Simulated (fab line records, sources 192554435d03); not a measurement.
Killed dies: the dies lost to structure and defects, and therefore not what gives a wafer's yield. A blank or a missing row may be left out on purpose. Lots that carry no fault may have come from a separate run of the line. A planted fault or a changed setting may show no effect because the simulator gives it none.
What tool caused it?    flow n5Finfet    11 lots with 32 wafers sampled at 5 steps, on a route of 1938 steps

## WHAT THE GAUGES SHOWED, per wafer
The record holds no reading of a measuring or inspecting step that can be judged against a usual standard deviation.

## WHICH TOOL RAN EACH LOT (tool, then ch and the chambers of the sampled wafers, then the start)
lot   N5_BEOL_M13_ETCH_67                N5_BEOL_M13_DEGAS_41         N5_BEOL_M13_PRE_CLEAN_42     N5_BEOL_M13_SPUTTER_43       N5_BEOL_M13_CMP_49
L635  rieDiel-01 ch 0,1,3, day 10 17:57  pvdSputter-01, day 10 21:08  pvdSputter-01, day 10 21:10  pvdSputter-01, day 10 21:13  cmp-01 ch 0,1,2, day 10 21:59
L637  rieDiel-01 ch 1,2,3, day 11 16:22  pvdSputter-02, day 12 01:07  pvdSputter-02, day 12 01:10  pvdSputter-02, day 12 01:12  cmp-04 ch 0,1,2, day 12 03:15
L638  rieDiel-03 ch 0,2,3, day 12 06:14  pvdSputter-01, day 12 07:13  pvdSputter-01, day 12 07:15  pvdSputter-01, day 12 07:17  cmp-02 ch 0,2,3, day 12 09:00
L639  rieDiel-03 ch 0,1,3, day 12 08:54  pvdSputter-02, day 12 14:09  pvdSputter-02, day 12 14:11  pvdSputter-02, day 12 14:14  cmp-02 ch 1,2,3, day 12 15:04
L644  rieDiel-01 ch 0,1,2, day 13 15:21  pvdSputter-03, day 13 18:10  pvdSputter-03, day 13 18:13  pvdSputter-03, day 13 18:15  cmp-02 ch 0,2,3, day 13 19:06
L645  rieDiel-01 ch 1,2,3, day 14 01:56  pvdSputter-01, day 14 03:27  pvdSputter-01, day 14 03:29  pvdSputter-01, day 14 03:32  cmp-01 ch 0,2,3, day 14 04:20
L647  rieDiel-04 ch 0,1,2, day 14 02:34  pvdSputter-03, day 14 04:02  pvdSputter-03, day 14 04:05  pvdSputter-03, day 14 04:07  cmp-04 ch 0,2,3, day 14 05:17
L646  rieDiel-04 ch 0,3, day 14 12:48    pvdSputter-01, day 14 13:54  pvdSputter-01, day 14 13:56  pvdSputter-01, day 14 13:59  cmp-04 ch 1,2, day 14 14:45
L648  rieDiel-01 ch 1,2,3, day 14 15:35  pvdSputter-02, day 14 19:14  pvdSputter-02, day 14 19:17  pvdSputter-02, day 14 19:19  cmp-04 ch 0,1,3, day 14 20:07
L654  rieDiel-01 ch 1,2,3, day 16 02:30  pvdSputter-02, day 16 03:56  pvdSputter-02, day 16 03:58  pvdSputter-02, day 16 04:01  cmp-04 ch 0,2,3, day 16 05:22
L657  rieDiel-03 ch 0,1, day 16 23:17    pvdSputter-03, day 17 01:33  pvdSputter-03, day 17 01:35  pvdSputter-03, day 17 01:38  cmp-02 ch 2, day 17 03:17
- N5_BEOL_M13_ETCH_67: etches SiARC in CF4, target depth 143 nm, time 238.3 s.
- N5_BEOL_M13_DEGAS_41: time 60 s.
- N5_BEOL_M13_PRE_CLEAN_42: time 30 s.
- N5_BEOL_M13_SPUTTER_43: material TaN, target thk 15 nm, time 24.19 s.
- N5_BEOL_M13_CMP_49: polishes, stops on SiOC, t overpolish 17.1 s, target thk 420 nm.

## WHAT THE TOOLS THEMSELVES READ (means of the sampled wafers that have a number; where no wafer has one, the mark that the record gives instead)
N5_BEOL_M13_ETCH_67. Usual: drypumpMotorCurrentA 5.8 A, standard deviation 0.61; etchRfOnTimeS 236 s, standard deviation 3.5; oesProductAu 0.70 a.u., standard deviation 0.082; rfVppV 184.3 V, standard deviation 1.2; showerheadPlenumPTorr 2.16 Torr, standard deviation 0.079; throttleValvePct 15.54 %, standard deviation 0.18.
lot   tool        drypumpMotorCurrentA (A)  etchRfOnTimeS (s)  oesProductAu (a.u.)  rfVppV (V)  showerheadPlenumPTorr (Torr)  throttleValvePct (%)  flag
L635  rieDiel-01  5.6                       236                0.73                 184.4       2.17                          15.44                 
L637  rieDiel-01  5.8                       233                0.74                 183.5       2.12                          15.49                 
L638  rieDiel-03  5.7                       237                0.65                 184.1       2.15                          15.55                 
L639  rieDiel-03  5.9                       239                0.65                 184.2       2.18                          15.54                 
L644  rieDiel-01  5.7                       232                0.76                 183.5       2.18                          15.50                 
L645  rieDiel-01  5.8                       233                0.72                 184.2       2.11                          15.53                 
L647  rieDiel-04  5.6                       235                0.73                 184.0       2.16                          15.61                 
L646  rieDiel-04  5.8                       238                0.69                 185.0       2.23                          15.63                 
L648  rieDiel-01  5.8                       235                0.71                 183.2       2.11                          15.53                 
L654  rieDiel-01  5.8                       233                0.71                 183.5       2.11                          15.57                 
L657  rieDiel-03  5.6                       240                0.58                 184.5       2.12                          15.74                 

N5_BEOL_M13_DEGAS_41. Usual: 316 W for heaterPowerW, sd 29.
lot   tool           heaterPowerW (W)  flag
L635  pvdSputter-01  305               
L637  pvdSputter-02  331               
L638  pvdSputter-01  318               
L639  pvdSputter-02  343               
L644  pvdSputter-03  298               
L645  pvdSputter-01  311               
L647  pvdSputter-03  311               
L646  pvdSputter-01  292               
L648  pvdSputter-02  346               
L654  pvdSputter-02  316               
L657  pvdSputter-03  308               

N5_BEOL_M13_PRE_CLEAN_42. Usual: 316 W for heaterPowerW, sd 29.
lot   tool           heaterPowerW (W)  flag
L635  pvdSputter-01  305               
L637  pvdSputter-02  330               
L638  pvdSputter-01  323               
L639  pvdSputter-02  342               
L644  pvdSputter-03  290               
L645  pvdSputter-01  311               
L647  pvdSputter-03  309               
L646  pvdSputter-01  283               
L648  pvdSputter-02  346               
L654  pvdSputter-02  322               
L657  pvdSputter-03  312               

N5_BEOL_M13_SPUTTER_43. Usual: 29.8 % for throttleValvePct, sd 0.78.
lot   tool           throttleValvePct (%)  flag
L635  pvdSputter-01  30.4                  
L637  pvdSputter-02  28.9                  
L638  pvdSputter-01  29.8                  
L639  pvdSputter-02  29.3                  
L644  pvdSputter-03  30.1                  
L645  pvdSputter-01  30.2                  
L647  pvdSputter-03  30.3                  
L646  pvdSputter-01  30.0                  
L648  pvdSputter-02  28.8                  
L654  pvdSputter-02  28.9                  
L657  pvdSputter-03  30.4                  

N5_BEOL_M13_CMP_49. Usual: barrierFieldEndpointS 30.1 s, standard deviation 0.64; headPressurePsi 1.0003 psi, standard deviation 0.0021; motorCurrentA 6.0 A, standard deviation 0.72.
lot   tool    barrierFieldEndpointS (s)  headPressurePsi (psi)  motorCurrentA (A)  flag
L635  cmp-01  29.7                       1.0011                 5.7                
L637  cmp-04  30.3                       0.9986                 6.1                
L638  cmp-02  29.7                       1.0024                 6.1                
L639  cmp-02  29.6                       0.9995                 6.4                
L644  cmp-02  30.2                       0.9990                 6.1                
L645  cmp-01  29.4                       0.9983                 5.9                
L647  cmp-04  30.0                       1.0006                 6.1                
L646  cmp-04  30.3                       0.9990                 6.3                
L648  cmp-04  30.9                       1.0017                 5.8                
L654  cmp-04  29.9                       1.0000                 6.0                
L657  cmp-02  31.7                       1.0005                 7.2                

## THE ANSWER, worked out from the rows above alone
Rule: take the mean of a lot's wafers that have a number; if it is more than 3 standard deviations from the usual mean, the lot is off. Also off: a lot with no number at a reading for which 4 or more lots have one. The other lots that the step has rows for count as sound. Order of review: gauges by route order, followed by the tools' own readings, for which a lot's mean as printed above is used. At the first step where some lot is off, the reading lying furthest off is the one used; lots without a number count as furthest.
No lot is off on any of the readings shown, so nothing can be concluded from this.

## WHAT THE SIMULATOR HAD INSERTED
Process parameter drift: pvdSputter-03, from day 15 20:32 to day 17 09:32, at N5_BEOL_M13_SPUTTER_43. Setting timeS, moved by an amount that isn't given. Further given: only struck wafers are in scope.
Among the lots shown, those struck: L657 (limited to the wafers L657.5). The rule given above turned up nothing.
